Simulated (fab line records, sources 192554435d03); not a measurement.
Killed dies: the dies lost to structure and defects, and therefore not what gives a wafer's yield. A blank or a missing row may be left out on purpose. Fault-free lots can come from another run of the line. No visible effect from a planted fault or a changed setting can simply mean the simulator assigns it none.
Struck lot and sound lot, side by side / flow n5 finfet / 17 steps out of a route of 1938
Sound: these wafers, L362.2, L362.3, L362.5. Struck: wafer L372.6. (L372.4 of the same lot was not struck and is left out.) The cause comes at the end.
Order at every step that has rows: each side's tool, ch and its chambers, its first start. Under that, the readings that differ: sound wafers / struck wafers / difference of the means / sigmas: that difference in standard deviations of wafers without a fault.
alike: same words and numbers on both sides, and readings whose means sit less than 2 such deviations apart. not compared: any withheld reading, any reading some wafer has no value for, any bound like >300 that may hide the same value, and any number with overlapping values for which the record gives no deviation.
Wherever a step has rows on one side only, a row that says differs or no value, or a row with sigmas, the two part there. When numbers do not overlap yet have no deviation, they are printed without sigmas and do not part them. Lack of a reading on every wafer of one side parts them only where that side has two or more wafers.

first, 9 steps without rows for these wafers: N5_BEOL_M0_SAQP_COAT_34 (resist thk 30 nm); N5_BEOL_M0_SAQP_EBR_36; N5_BEOL_M0_SAQP_SOFTBAKE_35 (time 60 s); N5_BEOL_M0_SAQP_EXPOSE_37 (exposes mask M0 CUT1, target cd 30 nm); N5_BEOL_M0_SAQP_PEB_38 (peb time 60 s); N5_BEOL_M0_SAQP_DEVELOP_39 (develop time 30 s); N5_BEOL_M0_SAQP_DESCUM_45 (chemistry O2, time 7 s); N5_BEOL_M0_SAQP_ETCH_88 (etches underlayer in N2/H2, target depth 6.5 nm, time 5.2 s); N5_BEOL_M0_SAQP_ETCH_73 (etches SiARC in CF4, target depth 19.5 nm, time 32.5 s).
N5_BEOL_M0_SAQP_CUT_ETCH_46: etches SOC in N2/H2, target depth 135 nm, overetch 27 nm, time 202.5 s.
  sound on rie diel-03 ch 0,1, day 7 01:59; struck on rie diel-03 ch 0, day 9 13:07
reading=model.SiARC_of_BEOL_M0_SAQP_COAT_72.thk nm (nm); sound=4.8 4.8 4.8; struck=3.2; difference=-1.6; sigmas=
reading=model.BEOL_M0_SAQP.cd nm (nm); sound=29.4 30.2 30; struck=30.4; difference=+0.5; sigmas=
  alike: drypump motor current A, rf vpp V, showerhead plenum p Torr, throttle valve pct
  not compared: rf hours counter h
then, 3 steps without rows for these wafers: N5_BEOL_M0_SAQP_STRIP_74 (strips in N2/H2); N5_BEOL_M0_SAQP_STRIP_89 (strips in N2/H2); N5_BEOL_M0_SAQP_ALD_48 (deposits SiO2, target thk 20 nm, pulse time 1 s, co reactant pulse time 1 s).
N5_BEOL_M0_SAQP_ETCH_49: etches SiO2 in CF4/O2, target depth 37 nm.
  sound on rie diel-03 ch 0,1,2, day 7 02:46; struck on rie diel-03 ch 2, day 9 13:51
reading=model.BEOL_M0_SAQP.cd nm (nm); sound=29.4 30.2 30; struck=30.4; difference=+0.5; sigmas=
  alike: drypump motor current A, oes product au, rf vpp V, showerhead plenum p Torr, throttle valve pct
  not compared: rf hours counter h
then, 1 step without rows for these wafers: N5_BEOL_M0_SAQP_STRIP_75 (strips in CF4).
-- the record jumps here: 3 days lie between the struck wafers' starts before and after (it left off in module BEOL_M0_SAQP and takes up again in module BEOL_M4, whose first step shown is number 1111 of the route) --
N5_BEOL_M4_RC_MEAS_101:
  sound on prober-01 ch 0, day 9 00:02; struck on prober-02 ch 0, day 12 10:48
  alike: DIBL_N, DIBL_P, IOFF_N, IOFF_P, ION_N, ION_P, SS_N, SS_P, VT_N, VT_P
-- here the record skips 4 days between the struck wafers' starts before and after, leaving off in module BEOL_M4 and picking up in module PASSIVATION (first step shown: number 1936 of the route) --
N5_PASSIVATION_PROBE_49:
  sound on prober-01 at day 13 10:18; struck on prober-01 at day 16 18:15
  alike: defect limited yield, killed_at_M0_to_M3, killed_at_M4_up, killed at contacts, killed at front end, killed at other, killed dies, killed on rim, killed open, killed short, sort_bin_5_function, sort_bin_6_memory, sort n pass, sort yield pct

WHERE THEY PART
Nowhere in this record.

WHY: whatever the simulator had introduced
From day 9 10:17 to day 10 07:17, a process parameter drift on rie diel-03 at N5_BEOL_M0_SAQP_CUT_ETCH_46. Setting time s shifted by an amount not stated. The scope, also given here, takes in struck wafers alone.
